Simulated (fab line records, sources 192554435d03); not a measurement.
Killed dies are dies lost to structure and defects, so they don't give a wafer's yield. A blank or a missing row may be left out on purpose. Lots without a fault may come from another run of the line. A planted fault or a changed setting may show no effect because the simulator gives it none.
fab line records | flow n5_finfet | part 1 of 2: steps 1 to 23 of 31
record lots=5 wafers=15 last_day=16
route steps=1938 shown MOL_CONTACT_COAG@563
lots that met no fault: from a run of the same line without faults
start_h: hours from the record's first day to the start of the lot's first wafer shown | wait_h: hours since the lot's step before | " the same as in the row above | L1.1+2: a row that stands for several wafers | - no value, or no start given | * or withheld: withheld | < > ~ a bound
route shown NAME@n: a module of which the file shows steps, and the number in the route of the first | usual: mean/standard deviation of fault-free wafers | same: alike in all rows | chamber/n: place in a boat | sites: the reading at each site | _std_site: their standard deviation | _edge_site: outer sites' mean less inner sites' | radius_mm: how far each site lies from the wafer's centre | mask NAME#n: copy n | behind: the tool/chamber that last shaped the wafer | hold: why the lot was held/for how many hours/how that ended | device: the transistor (n, p or np) that didn't switch | end of line: the same wafers' tests at the end of the route | a step without rows: its recipe alone | killed: dies lost to structure and defects at the first sort, not the wafer's yield | map: a wafer's dies, x killed, . not, _ none there
set.NAME: the setting as run; set.NAME@STEP: as run at that earlier step | model.NAME: the simulator's own value behind a step, which no gauge read
lots at some steps of the route; a table a step, a row a wafer
services: from which hour (start_h, from the record's first day; less than 0 if before it) a tool's chamber was out of use, for how many hours, and why
## steps
# step N5_MOL_CONTACT_COAG_PECVD_31
# recipe material=SiO2 target_thk_a=460 temp_c=400 precursor=TEOS/O2 pressure_torr=6.5 rf_w=withheld teos_flow_sccm=withheld gas=O2 flow_sccm=2650 time_s=8.9
# columns lot.wafer tool chamber start_h wait_h
L074.2+3+5 pecvd-03 2,1,1 97.27 0.3
L079.1+2+3 pecvd-04 1,2,0 127.72 0.3
L083.2+3+5 pecvd-04 2,1,1 154.57 0.3
L084.1+4+6 pecvd-01 0 160.06 0.3
L086.2+3+6 pecvd-01 1,2,2 170.89 0.3
# step N5_MOL_CONTACT_COAG_COAT_75
# recipe resist=SOC temp_c=250 time_s=60 spin_rpm=1500 resist_thk_nm=60
# columns lot.wafer tool chamber start_h wait_h
L074.2+3+5 litho_track-01 0 97.33 0.0
L079.1+2+3 litho_track-01 0 127.77 0.0
L083.2+3+5 litho_track-03 0 154.63 0.0
L084.1+4+6 litho_track-05 0 160.14 0.1
L086.2+3+6 litho_track-03 0 170.95 0.0
# step N5_MOL_CONTACT_COAG_COAT_76
# recipe resist=SiARC temp_c=220 time_s=60 spin_rpm=1500 resist_thk_nm=10
# columns lot.wafer tool chamber start_h wait_h
L074.2+3+5 litho_track-01 0 - -
L079.1+2+3 litho_track-01 0 - -
L083.2+3+5 litho_track-03 0 - -
L084.1+4+6 litho_track-05 0 - -
L086.2+3+6 litho_track-03 0 - -
# step N5_MOL_CONTACT_COAG_COAT_77
# recipe resist=underlayer temp_c=205 time_s=60 spin_rpm=1500 resist_thk_nm=10
# columns lot.wafer tool chamber start_h wait_h
L074.2+3+5 litho_track-01 0 - -
L079.1+2+3 litho_track-01 0 - -
L083.2+3+5 litho_track-03 0 - -
L084.1+4+6 litho_track-05 0 - -
L086.2+3+6 litho_track-03 0 - -
# step N5_MOL_CONTACT_COAG_COAT_78
# recipe resist=CAR-EUV spin_rpm=1500 resist_thk_nm=40
# columns lot.wafer tool chamber start_h wait_h
L074.2+3+5 litho_track-01 0 - -
L079.1+2+3 litho_track-01 0 - -
L083.2+3+5 litho_track-03 0 - -
L084.1+4+6 litho_track-05 0 - -
L086.2+3+6 litho_track-03 0 - -
# step N5_MOL_CONTACT_COAG_EBR_80
# recipe solvent=PGMEA ebr_width_mm=1.5
# columns lot.wafer tool chamber start_h wait_h
L074.2+3+5 litho_track-01 0 - -
L079.1+2+3 litho_track-01 0 - -
L083.2+3+5 litho_track-03 0 - -
L084.1+4+6 litho_track-05 0 - -
L086.2+3+6 litho_track-03 0 - -
# step N5_MOL_CONTACT_COAG_SOFTBAKE_79
# recipe temp_c=110 time_s=60 resist=CAR-EUV
# columns lot.wafer tool chamber start_h wait_h
L074.2+3+5 litho_track-01 0 - -
L079.1+2+3 litho_track-01 0 - -
L083.2+3+5 litho_track-03 0 - -
L084.1+4+6 litho_track-05 0 - -
L086.2+3+6 litho_track-03 0 - -
# step N5_MOL_CONTACT_COAG_EXPOSE_81
# recipe mask_id=VG na=0.33 source_shape=annular sigma_inner=0.3 sigma_outer=0.7 polarization=unpolarized defocus_nm=0 dose_mj=59.5
# usual exposure_dose_mJ_cm2=59.7/0.53
# columns lot.wafer tool chamber start_h wait_h mask exposure_dose_mJ_cm2
L074.2 euv_scanner-01 0 97.47 - VG#0 59.2
L074.3 " 0 " " VG#0 59.2
L074.5 " 0 " " VG#0 59.2
L079.1 euv_scanner-02 0 128.03 - VG#0 60.4
L079.2 " 0 " " VG#0 60.4
L079.3 " 0 " " VG#0 60.5
L083.2 euv_scanner-02 0 154.77 - VG#0 60.3
L083.3 " 0 " " VG#0 60.3
L083.5 " 0 " " VG#0 60.3
L084.1 euv_scanner-02 0 160.27 - VG#0 60.4
L084.4 " 0 " " VG#0 60.3
L084.6 " 0 " " VG#0 60.3
L086.2 euv_scanner-02 0 171.10 - VG#0 60.4
L086.3 " 0 " " VG#0 60.4
L086.6 " 0 " " VG#0 60.3
# step N5_MOL_CONTACT_COAG_PEB_82
# recipe peb_temp_c=100 peb_time_s=60 resist=CAR-EUV
# same peb_time_s=60
# columns lot.wafer tool chamber start_h wait_h
L074.2+3+5 litho_track-01 0 97.54 0.1
L079.1+2+3 litho_track-05 0 128.11 0.1
L083.2+3+5 litho_track-03 0 154.84 0.1
L084.1+4+6 litho_track-05 0 160.35 0.1
L086.2+3+6 litho_track-03 0 171.16 0.1
# step N5_MOL_CONTACT_COAG_DEVELOP_83
# recipe develop_time_s=30 developer=TMAH resist=CAR-EUV rinse_liquid=surfactant_rinse dry=air_spin dev_temp_c=23
# columns lot.wafer tool chamber start_h wait_h
L074.2+3+5 litho_track-01 0 - -
L079.1+2+3 litho_track-05 0 - -
L083.2+3+5 litho_track-03 0 - -
L084.1+4+6 litho_track-05 0 - -
L086.2+3+6 litho_track-03 0 - -
# step N5_MOL_CONTACT_COAG_CD_MEAS_84
# recipe target_cd_nm=25.1 landing_energy_ev=500 detector=se_inlens polarity=opening
# usual cd_nm=25.08/0.25
# columns lot.wafer tool chamber start_h wait_h cd_nm
L074.2 cd_sem-02 0 97.61 - 25.09
L074.3 " 0 " " 25.02
L074.5 " 0 " " 25.01
L079.1 cd_sem-01 0 128.18 - 24.43
L079.2 " 0 " " 25.22
L079.3 " 0 " " 24.79
L083.2 cd_sem-03 0 154.91 - 25.64
L083.3 " 0 " " 25.36
L083.5 " 0 " " 25.30
L084.1 cd_sem-02 0 160.42 - 24.87
L084.4 " 0 " " 25.39
L084.6 " 0 " " 24.91
L086.2 cd_sem-01 0 171.23 - 24.73
L086.3 " 0 " " 24.80
L086.6 " 0 " " 25.08
# step N5_MOL_CONTACT_COAG_OVL_MEAS_85
# recipe points_per_wafer=522
# usual VG_OVL=-0.4/0.75
# columns lot.wafer tool chamber start_h wait_h VG_OVL[nm]
L074.2 overlay-01 0 97.64 0.0 -0.7
L074.3 " 0 " " 0.0
L074.5 " 0 " " -0.5
L079.1 overlay-02 0 128.21 0.0 -1.3
L079.2 " 0 " " -0.3
L079.3 " 0 " " -1.0
L083.2 overlay-01 0 154.94 0.0 -1.6
L083.3 " 0 " " -1.6
L083.5 " 0 " " -1.7
L084.1 overlay-01 0 160.45 0.0 -1.0
L084.4 " 0 " " -0.5
L084.6 " 0 " " 0.5
L086.2 overlay-02 0 171.27 0.0 1.1
L086.3 " 0 " " 0.3
L086.6 " 0 " " 0.1
# step N5_MOL_CONTACT_COAG_INSPECT_57
# recipe mode=adi inspect_instrument=brightfield
# usual raw_defect_count=193/54
# columns lot.wafer tool chamber start_h wait_h raw_defect_count
L074.2 defect_inspect-01 - 97.70 0.0 180
L074.3 " - " " 224
L074.5 " - " " 207
L079.1 defect_inspect-01 - 128.27 0.1 198
L079.2 " - " " 293
L079.3 " - " " 220
L083.2 defect_inspect-01 - 155.00 0.0 223
L083.3 " - " " 145
L083.5 " - " " 153
L084.1 defect_inspect-01 - 160.50 0.1 231
L084.4 " - " " 284
L084.6 " - " " 207
L086.2 defect_inspect-02 - 171.32 0.0 148
L086.3 " - " " 167
L086.6 " - " " 187
# step N5_MOL_CONTACT_COAG_DESCUM_88
# recipe chemistry=O2 time_s=7 source_power_w=50 bias_power_w=20 pressure_mtorr=20 rf_frequency_hz=2.712e+07 temp_c=40 resist=CAR-EUV o2_flow_sccm=225
# usual drypump_motor_current_A=5.6/0.51 oes_product_au=0.84/0.086 rf_vpp_V=243.9/1.5 showerhead_plenum_p_Torr=2.14/0.085 throttle_valve_pct=20.38/0.14
# columns lot.wafer tool chamber start_h wait_h drypump_motor_current_A oes_product_au rf_hours_counter_h rf_vpp_V showerhead_plenum_p_Torr throttle_valve_pct
L074.2 rie_diel-01 1 97.73 0.0 5.1 0.94 11 246.3 2.23 20.31
L074.3 " 0 " " 5.7 0.84 68 243.5 2.12 20.29
L074.5 " 3 " " 6.3 0.97 - 242.5 2.06 20.45
L079.1 rie_diel-03 0 128.45 0.2 5.5 0.69 236 241.2 2.05 20.36
L079.2 " 3 " " 4.8 0.72 189 244.4 2.17 20.70
L079.3 " 1 " " 6.5 0.89 37 244.5 2.22 20.31
L083.2 rie_diel-03 3 155.03 0.0 4.8 0.72 201 244.5 2.16 20.73
L083.3 " 1 " " 6.5 0.89 47 245.3 2.22 20.33
L083.5 " 3 " " 4.8 0.72 - 244.5 2.16 20.73
L084.1 rie_diel-03 1 160.54 0.0 6.5 0.88 50 244.5 2.21 20.33
L084.4 " 0 " " 5.5 0.67 249 242.1 2.05 20.38
L084.6 " 0 " " 5.5 0.68 - 243.6 2.05 20.37
L086.2 rie_diel-04 1 171.63 0.3 5.1 0.90 18 244.2 2.23 20.11
L086.3 " 3 " " 6.1 0.68 247 239.4 1.96 20.63
L086.6 " 1 " " 5.1 0.90 - 244.8 2.23 20.10
# step N5_MOL_CONTACT_COAG_ETCH_89
# recipe chemistry=N2/H2 target=underlayer target_depth_a=130 mask_material=CAR-EUV time_s=10.4 ion_energy_ev=200 pressure_mtorr=30 source_w=840 bias_w=150 n2_flow_sccm=200 h2_flow_sccm=200 ends=cleared
# usual drypump_motor_current_A=5.6/0.51 etch_rf_on_time_s=10.30/0.12 oes_product_au=0.72/0.072 rf_vpp_V=525.4/2.9 showerhead_plenum_p_Torr=2.60/0.1 throttle_valve_pct=17.79/0.17
# columns lot.wafer tool chamber start_h wait_h drypump_motor_current_A etch_rf_on_time_s oes_product_au rf_hours_counter_h rf_vpp_V showerhead_plenum_p_Torr throttle_valve_pct
L074.2 rie_diel-01 1 97.76 0.0 5.1 10.41 0.79 11 528.1 2.71 17.72
L074.3 " 0 " " 5.8 10.35 0.71 68 524.9 2.57 17.61
L074.5 " 3 " " 6.3 10.14 0.82 - 522.9 2.50 17.82
L079.1 rie_diel-03 0 128.49 0.0 5.5 10.37 0.58 236 523.2 2.50 17.76
L079.2 " 3 " " 4.9 10.32 0.63 189 525.7 2.63 18.17
L079.3 " 1 " " 6.5 10.31 0.77 37 528.1 2.71 17.81
L083.2 rie_diel-03 3 155.06 0.0 4.9 10.22 0.62 201 526.4 2.62 18.20
L083.3 " 1 " " 6.5 10.22 0.75 47 528.1 2.70 17.82
L083.5 " 3 " " 4.9 10.31 0.62 - 526.3 2.62 18.21
L084.1 rie_diel-03 1 160.57 0.0 6.5 10.10 0.75 50 528.4 2.70 17.84
L084.4 " 0 " " 5.5 10.19 0.58 249 524.6 2.49 17.79
L084.6 " 0 " " 5.5 10.23 0.59 - 521.8 2.49 17.78
L086.2 rie_diel-04 1 171.66 0.0 5.1 10.33 0.77 18 528.5 2.71 17.63
L086.3 " 3 " " 6.0 10.65 0.58 247 518.9 2.40 18.09
L086.6 " 1 " " 5.0 10.38 0.77 - 529.2 2.71 17.62
# step N5_MOL_CONTACT_COAG_ETCH_90
# recipe chemistry=CF4 target=SiARC target_depth_a=130 mask_material=CAR-EUV time_s=21.7 ion_energy_ev=80 pressure_mtorr=40 source_w=545 bias_w=36 Ar_flow_sccm=100 cf4_flow_sccm=100 ends=cleared
# usual drypump_motor_current_A=5.6/0.51 etch_rf_on_time_s=21.52/0.25 oes_product_au=0.72/0.072 rf_vpp_V=184.6/1.3 showerhead_plenum_p_Torr=2.19/0.081 throttle_valve_pct=15.54/0.17
# columns lot.wafer tool chamber start_h wait_h drypump_motor_current_A etch_rf_on_time_s oes_product_au rf_hours_counter_h rf_vpp_V showerhead_plenum_p_Torr throttle_valve_pct
L074.2 rie_diel-01 1 97.78 0.0 5.1 21.39 0.80 11 185.8 2.28 15.46
L074.3 " 0 " " 5.7 21.56 0.71 68 184.7 2.17 15.46
L074.5 " 3 " " 6.3 21.13 0.83 - 185.0 2.11 15.50
L079.1 rie_diel-03 0 128.51 0.0 5.5 21.58 0.59 236 184.2 2.11 15.69
L079.2 " 3 " " 4.8 21.74 0.62 189 185.2 2.21 15.88
L079.3 " 1 " " 6.5 21.47 0.76 37 185.0 2.27 15.48
L083.2 rie_diel-03 3 155.08 0.0 4.8 21.68 0.62 201 185.5 2.21 15.90
L083.3 " 1 " " 6.5 21.33 0.75 47 185.2 2.26 15.49
L083.5 " 3 " " 4.8 21.91 0.61 - 183.4 2.21 15.89
L084.1 rie_diel-03 1 160.59 0.0 6.5 21.16 0.74 50 187.0 2.26 15.49
L084.4 " 0 " " 5.5 21.42 0.58 249 184.3 2.11 15.72
L084.6 " 0 " " 5.5 21.34 0.59 - 184.5 2.11 15.70
L086.2 rie_diel-04 1 171.68 0.0 5.0 21.42 0.77 18 186.5 2.27 15.20
L086.3 " 3 " " 6.0 22.00 0.59 247 182.9 2.03 15.97
L086.6 " 1 " " 5.0 21.45 0.77 - 186.0 2.27 15.19
# step N5_MOL_CONTACT_COAG_ALD_131
# recipe material=SiO2 target_thk_a=50 temp_c=100 ald_precursor_family=BDEAS ald_co_reactant=O2-plasma pulse_time_s=1 co_reactant_pulse_time_s=1 purge_time_s=2 co_reactant_purge_time_s=2 ald_cycles=35 pressure_torr=2
# usual heater_power_w=79/9.3 precursor_pulse_height_rel=1.002/0.019
# same co_reactant_purge_time_s=2
# columns lot.wafer tool chamber start_h wait_h heater_power_w precursor_pulse_height_rel
L074.2 ald_sin-01 3 97.86 0.1 83 1.026
L074.3 " 1 " " 70 0.973
L074.5 " 0 " " 74 1.007
L079.1 ald_sin-01 3 128.59 0.1 86 1.030
L079.2 " 2 " " 98 0.983
L079.3 " 1 " " 67 0.963
L083.2 ald_sin-01 1 155.16 0.1 70 1.007
L083.3 " 3 " " 85 0.979
L083.5 " 2 " " 100 1.036
L084.1 ald_sin-04 1 161.32 0.7 86 1.023
L084.4 " 2 " " 81 1.001
L084.6 " 0 " " 65 0.981
L086.2 ald_sin-01 1 172.16 0.4 68 0.979
L086.3 " 2 " " 98 0.987
L086.6 " 3 " " 84 0.996
# step N5_MOL_CONTACT_COAG_ETCHBACK_132
# recipe chemistry=CHF3 target=SiO2 target_depth_a=100 time_s=6.7 ion_energy_ev=200 pressure_mtorr=30 source_w=610 bias_w=170 Ar_flow_sccm=200 CHF3_flow_sccm=50
# usual drypump_motor_current_A=5.6/0.53 oes_product_au=0.83/0.09 rf_vpp_V=525/5.9 showerhead_plenum_p_Torr=2.41/0.094 throttle_valve_pct=18.66/0.2
# columns lot.wafer tool chamber start_h wait_h drypump_motor_current_A oes_product_au rf_hours_counter_h rf_vpp_V showerhead_plenum_p_Torr throttle_valve_pct
L074.2 rie_diel-03 1 98.04 0.1 6.5 0.92 26 530 2.53 18.59
L074.3 " 2 " " 5.3 0.74 178 519 2.28 18.85
L074.5 " 1 " " 6.5 0.90 - 531 2.53 18.60
L079.1 rie_diel-01 3 128.77 0.1 6.3 0.92 14 518 2.34 18.70
L079.2 " 0 " " 5.7 0.82 79 526 2.40 18.58
L079.3 " 2 " " 5.3 0.95 9 529 2.53 18.53
L083.2 rie_diel-03 1 155.34 0.1 6.5 0.88 47 530 2.52 18.64
L083.3 " 3 " " 4.8 0.72 201 527 2.46 19.00
L083.5 " 0 " " 5.5 0.68 - 525 2.33 18.70
L084.1 rie_diel-03 1 161.50 0.1 6.5 0.88 50 530 2.52 18.66
L084.4 " 0 " " 5.5 0.68 249 525 2.33 18.71
L084.6 " 2 " " 5.3 0.73 - 520 2.28 18.85
L086.2 rie_diel-04 0 172.34 0.1 5.3 0.89 34 537 2.33 18.59
L086.3 " 1 " " 5.1 0.89 18 525 2.52 18.31
L086.6 " 3 " " 6.0 0.68 - 518 2.25 19.03
# step N5_MOL_CONTACT_COAG_ETCH_91
# recipe chemistry=N2/H2 target=SOC target_depth_a=600 overetch_a=210 mask_material=SiARC temp_c=40 time_s=101.2 ion_energy_ev=200 pressure_mtorr=30 source_w=840 bias_w=150 n2_flow_sccm=200 h2_flow_sccm=200
# usual drypump_motor_current_A=5.6/0.53 oes_product_au=0.69/0.072 rf_vpp_V=525/3.1 showerhead_plenum_p_Torr=2.57/0.11 throttle_valve_pct=17.77/0.22
# columns lot.wafer tool chamber start_h wait_h drypump_motor_current_A oes_product_au rf_hours_counter_h rf_vpp_V showerhead_plenum_p_Torr throttle_valve_pct
L074.2 rie_diel-03 1 98.08 0.0 6.5 0.75 26 528 2.71 17.75
L074.3 " 2 " " 5.3 0.62 178 521 2.43 18.00
L074.5 " 1 " " 6.5 0.76 - 528 2.71 17.77
L079.1 rie_diel-01 3 128.80 0.0 6.3 0.77 14 523 2.50 17.81
L079.2 " 0 " " 5.7 0.68 79 525 2.56 17.59
L079.3 " 2 " " 5.3 0.78 9 527 2.71 17.61
L083.2 rie_diel-03 1 155.38 0.0 6.4 0.72 47 527 2.70 17.79
L083.3 " 3 " " 4.9 0.60 201 526 2.62 18.19
L083.5 " 0 " " 5.5 0.57 - 523 2.49 17.75
L084.1 rie_diel-03 1 161.53 0.0 6.5 0.73 50 529 2.70 17.80
L084.4 " 0 " " 5.5 0.57 249 522 2.49 17.76
L084.6 " 2 " " 5.3 0.62 - 519 2.43 18.01
L086.2 rie_diel-04 0 172.37 0.0 5.3 0.75 34 522 2.49 17.68
L086.3 " 1 " " 5.1 0.76 18 529 2.71 17.58
L086.6 " 3 " " 6.1 0.58 - 519 2.40 18.08
# step N5_MOL_CONTACT_COAG_STRIP_92
# recipe chemistry=N2/H2 temp_c=40 n2_flow_sccm=200 h2_flow_sccm=200 rf_frequency_hz=6e+07
# columns lot.wafer tool chamber start_h wait_h
L074.2+3+5 rie_diel-03 1,2,1 98.15 0.0
L079.1+2+3 rie_diel-01 3,0,2 128.87 0.0
L083.2+3+5 rie_diel-03 1,3,0 155.45 0.0
L084.1+4+6 rie_diel-03 1,0,2 161.60 0.0
L086.2+3+6 rie_diel-04 0,1,3 172.44 0.0
# step N5_MOL_CONTACT_COAG_STRIP_93
# recipe chemistry=N2/H2 temp_c=40 n2_flow_sccm=200 h2_flow_sccm=200 rf_frequency_hz=6e+07
# columns lot.wafer tool chamber start_h wait_h
L074.2+3+5 rie_diel-03 1,2,1 98.16 0.0
L079.1+2+3 rie_diel-01 3,0,2 128.88 0.0
L083.2+3+5 rie_diel-03 1,3,0 155.46 0.0
L084.1+4+6 rie_diel-03 1,0,2 161.61 0.0
L086.2+3+6 rie_diel-04 0,1,3 172.45 0.0
# step N5_MOL_CONTACT_COAG_ETCHBACK_135
# recipe chemistry=CHF3 target=SiO2 target_depth_a=250 time_s=16.7 ion_energy_ev=200 pressure_mtorr=30 source_w=610 bias_w=170 Ar_flow_sccm=200 CHF3_flow_sccm=50
# usual drypump_motor_current_A=5.6/0.53 oes_product_au=0.83/0.089 rf_vpp_V=525/5.9 showerhead_plenum_p_Torr=2.41/0.094 throttle_valve_pct=18.66/0.2
# columns lot.wafer tool chamber start_h wait_h drypump_motor_current_A oes_product_au rf_hours_counter_h rf_vpp_V showerhead_plenum_p_Torr throttle_valve_pct
L074.2 rie_diel-03 2 98.17 0.0 5.3 0.74 178 520 2.28 18.83
L074.3 " 3 " " 4.8 0.74 179 528 2.47 18.97
L074.5 " 1 " " 6.5 0.91 - 530 2.53 18.59
L079.1 rie_diel-01 3 128.89 0.0 6.3 0.92 14 517 2.34 18.70
L079.2 " 0 " " 5.7 0.82 79 526 2.40 18.57
L079.3 " 2 " " 5.3 0.94 9 527 2.53 18.53
L083.2 rie_diel-03 1 155.47 0.0 6.5 0.88 47 529 2.52 18.64
L083.3 " 3 " " 4.9 0.72 201 528 2.46 19.01
L083.5 " 0 " " 5.5 0.68 - 523 2.33 18.70
L084.1 rie_diel-03 1 161.62 0.0 6.5 0.87 50 531 2.52 18.67
L084.4 " 0 " " 5.5 0.68 249 525 2.33 18.72
L084.6 " 2 " " 5.3 0.73 - 520 2.28 18.87
L086.2 rie_diel-04 0 172.46 0.0 5.3 0.89 34 537 2.33 18.58
L086.3 " 1 " " 5.1 0.89 18 525 2.52 18.31
L086.6 " 3 " " 6.0 0.68 - 518 2.25 19.04
# step N5_MOL_CONTACT_COAG_STRIP_118
# recipe chemistry=CHF3 resist=SiARC rf_frequency_hz=6e+07
# columns lot.wafer tool chamber start_h wait_h
L074.2+3+5 rie_diel-03 3,0,0 98.19 0.0
L079.1+2+3 rie_diel-01 3,0,2 128.91 0.0
L083.2+3+5 rie_diel-03 1,3,0 155.49 0.0
L084.1+4+6 rie_diel-03 1,0,2 161.65 0.0
L086.2+3+6 rie_diel-04 0,1,3 172.49 0.0
